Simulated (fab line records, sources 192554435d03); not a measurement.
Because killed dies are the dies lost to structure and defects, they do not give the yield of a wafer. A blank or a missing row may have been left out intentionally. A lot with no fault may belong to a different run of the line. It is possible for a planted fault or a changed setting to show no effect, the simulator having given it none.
Which of the tools did it? + flow n5-finfet + Sampling: 10 lots, 30 wafers, 4 of 1938 route steps

## WHAT THE GAUGES SHOWED, per wafer
N5_MIM_TOP_LITHO_CD_MEAS_08 targets a cd of 2000 nm. Usual: cd-nm at 1999.8 nm, with a standard deviation of 1.2.
| lot  | measured     | on        | cd-nm (nm)           | flag |
|------|--------------|-----------|----------------------|------|
| L741 | day 12 20:18 | cd-sem-03 | 1998.5 2000.3 1998.2 |      |
| L743 | day 13 06:31 | cd-sem-02 | 1999.1 2000.4 1998.5 |      |
| L746 | day 13 20:26 | cd-sem-01 | 1999.1 1997.0 1998.5 |      |
| L747 | day 14 03:50 | cd-sem-02 | 1999.9 1999.1 1999.8 |      |
| L749 | day 14 19:28 | cd-sem-01 | 1998.1 2000.9 2000.0 |      |
| L757 | day 16 14:49 | cd-sem-01 | 2000.0 2001.5 2000.2 |      |
| L756 | day 16 15:04 | cd-sem-02 | 1999.1 2000.6 2002.0 |      |
| L759 | day 17 05:36 | cd-sem-02 | 1999.8 2001.3 1997.8 |      |
| L761 | day 17 20:26 | cd-sem-03 | 2000.9 2000.4 2002.6 |      |
| L760 | day 17 22:22 | cd-sem-01 | 1997.4 2000.3 1998.2 |      |

N5_PASSIVATION_CD_MEAS_30 targets a cd of 4000 nm. Usual: cd-nm at 3999.8 nm, with a standard deviation of 1.5.
| lot  | measured     | on        | cd-nm (nm)           | flag |
|------|--------------|-----------|----------------------|------|
| L741 | day 13 01:13 | cd-sem-01 | 4000.7 3999.5 4003.1 |      |
| L743 | day 13 12:01 | cd-sem-01 | 3999.7 3997.4 4000.1 |      |
| L746 | day 14 00:48 | cd-sem-03 | 3997.5 3999.1 3996.9 |      |
| L747 | day 14 08:28 | cd-sem-02 | 4002.6 4000.2 4001.5 |      |
| L749 | day 15 02:04 | cd-sem-03 | 3998.8 3998.5 4000.3 |      |
| L757 | day 16 20:16 | cd-sem-03 | 4006.0 4005.8 4006.5 | OFF  |
| L756 | day 16 19:58 | cd-sem-02 | 4007.4 4008.2 4007.8 | OFF  |
| L759 | day 17 10:15 | cd-sem-03 | 3999.4 4000.7 4001.6 |      |
| L761 | day 18 02:46 | cd-sem-03 | 4002.2 4002.5 4002.5 |      |
| L760 | day 18 03:29 | cd-sem-02 | 3998.3 3999.4 3997.2 |      |

## TOOL THAT RAN EACH LOT (tool first, then ch and the chambers of the sampled wafers, then the start)
| lot  | N5_MIM_TOP_LITHO_DESCUM_10         | N5_PASSIVATION_EXPOSE_27          |
|------|------------------------------------|-----------------------------------|
| L741 | rie-diel-06 ch 0,1,2, day 12 20:23 | krf-scanner-01 ch 0, day 13 01:02 |
| L743 | rie-diel-02 ch 1,2,3, day 13 06:36 | krf-scanner-02 ch 0, day 13 11:50 |
| L746 | rie-diel-05 ch 1,3, day 13 20:32   | krf-scanner-02 ch 0, day 14 00:37 |
| L747 | rie-diel-02 ch 1,2,3, day 14 03:55 | krf-scanner-01 ch 0, day 14 08:17 |
| L749 | rie-diel-06 ch 1,2, day 14 19:59   | krf-scanner-02 ch 0, day 15 01:53 |
| L757 | rie-diel-02 ch 0,1,2, day 16 14:58 | krf-scanner-02 ch 0, day 16 20:06 |
| L756 | rie-diel-05 ch 2,3, day 16 15:09   | krf-scanner-02 ch 0, day 16 19:47 |
| L759 | rie-diel-06 ch 0,1,3, day 17 05:41 | krf-scanner-01 ch 0, day 17 10:04 |
| L761 | rie-diel-05 ch 1,2, day 17 20:32   | krf-scanner-01 ch 0, day 18 02:35 |
| L760 | rie-diel-06 ch 1,2,3, day 17 22:28 | krf-scanner-01 ch 0, day 18 03:19 |
- N5_MIM_TOP_LITHO_DESCUM_10: chemistry O2, time 7.9 s.
- N5_PASSIVATION_EXPOSE_27: exposes mask PAD, defocus 0 nm.

## AS READ BY THE TOOLS THEMSELVES (means over the sampled wafers that have a number; for cases with no such wafer, the mark the record gives instead)
N5_MIM_TOP_LITHO_DESCUM_10. Usual: drypump-motor-current-A 5.7 A, standard deviation 0.45; oes-product-au 0.82 a.u., standard deviation 0.089; rf-vpp-V 243.7 V, standard deviation 1.5; showerhead-plenum-p-Torr 2.13 Torr, standard deviation 0.074; throttle-valve-pct 20.44 %, standard deviation 0.23.
| lot  | tool        | drypump-motor-current-A (A) | oes-product-au (a.u.) | rf-vpp-V (V) | showerhead-plenum-p-Torr (Torr) | throttle-valve-pct (%) | flag |
|------|-------------|-----------------------------|-----------------------|--------------|---------------------------------|------------------------|------|
| L741 | rie-diel-06 | 5.6                         | 0.84                  | 242.6        | 2.09                            | 20.69                  |      |
| L743 | rie-diel-02 | 6.1                         | 0.79                  | 243.3        | 2.14                            | 20.28                  |      |
| L746 | rie-diel-05 | 4.9                         | 0.69                  | 243.5        | 2.13                            | 20.56                  |      |
| L747 | rie-diel-02 | 6.1                         | 0.78                  | 243.8        | 2.14                            | 20.29                  |      |
| L749 | rie-diel-06 | 5.6                         | 0.80                  | 243.4        | 2.13                            | 20.73                  |      |
| L757 | rie-diel-02 | 6.3                         | 0.81                  | 243.8        | 2.13                            | 20.25                  |      |
| L756 | rie-diel-05 | 5.3                         | 0.85                  | 244.5        | 2.18                            | 20.31                  |      |
| L759 | rie-diel-06 | 5.8                         | 0.83                  | 244.0        | 2.14                            | 20.53                  |      |
| L761 | rie-diel-05 | 5.3                         | 0.76                  | 243.4        | 2.13                            | 20.69                  |      |
| L760 | rie-diel-06 | 5.6                         | 0.86                  | 245.1        | 2.20                            | 20.53                  |      |

N5_PASSIVATION_EXPOSE_27. Usual: exposure-dose-mJ-cm2 32.295, standard deviation 0.028; focus-offset-nm 0.0 nm, standard deviation 0.49.
| lot  | tool           | exposure-dose-mJ-cm2 | focus-offset-nm (nm) | flag |
|------|----------------|----------------------|----------------------|------|
| L741 | krf-scanner-01 | 32.303               | -0.4                 |      |
| L743 | krf-scanner-02 | 32.307               | -0.3                 |      |
| L746 | krf-scanner-02 | 32.342               | 0.5                  |      |
| L747 | krf-scanner-01 | 32.294               | 0.3                  |      |
| L749 | krf-scanner-02 | 32.287               | 0.0                  |      |
| L757 | krf-scanner-02 | 33.514               | 0.3                  | OFF  |
| L756 | krf-scanner-02 | 33.471               | -0.4                 | OFF  |
| L759 | krf-scanner-01 | 32.296               | -0.2                 |      |
| L761 | krf-scanner-01 | 32.278               | -0.5                 |      |
| L760 | krf-scanner-01 | 32.316               | -0.5                 |      |

## THE ANSWER, worked out from the rows above alone
Rule: take the mean of a lot's wafers that have a number; if it is more than 3 standard deviations from the usual mean, the lot is off. A lot without any number at a reading at which 4 lots or more have one is off too. All remaining lots with rows at the step are treated as sound. First the gauges in route order, then the tools' own readings, where a lot's mean is used as printed above. At the first step where some lot is off, the reading lying furthest off is the one used; lots without a number count as furthest.
Off: L757, L756 (N5_PASSIVATION_CD_MEAS_30, cd-nm).
A tool fits if, at a process step before that reading, it ran every lot that is off, and no sound lot after the first of them. Not tried: the gauges at N5_PASSIVATION_CD_MEAS_30; whatever is off there is also off at N5_PASSIVATION_EXPOSE_27, on other tools, and gauge error can't account for it. One candidate fits, namely krf-scanner-02 at N5_PASSIVATION_EXPOSE_27. Its last sound lot is L749 (day 15 01:53), its first lot that is off L756 (day 16 19:47): a fault that began between those two fits.
The tool's own readings at N5_PASSIVATION_EXPOSE_27 bear it out: on the lots that are off they differ by more than 5 times the standard deviation of the sound lots' means. exposure-dose-mJ-cm2 reads 33.492 there against 32.303 on the sound lots.

## WHAT THE SIMULATOR PUT IN
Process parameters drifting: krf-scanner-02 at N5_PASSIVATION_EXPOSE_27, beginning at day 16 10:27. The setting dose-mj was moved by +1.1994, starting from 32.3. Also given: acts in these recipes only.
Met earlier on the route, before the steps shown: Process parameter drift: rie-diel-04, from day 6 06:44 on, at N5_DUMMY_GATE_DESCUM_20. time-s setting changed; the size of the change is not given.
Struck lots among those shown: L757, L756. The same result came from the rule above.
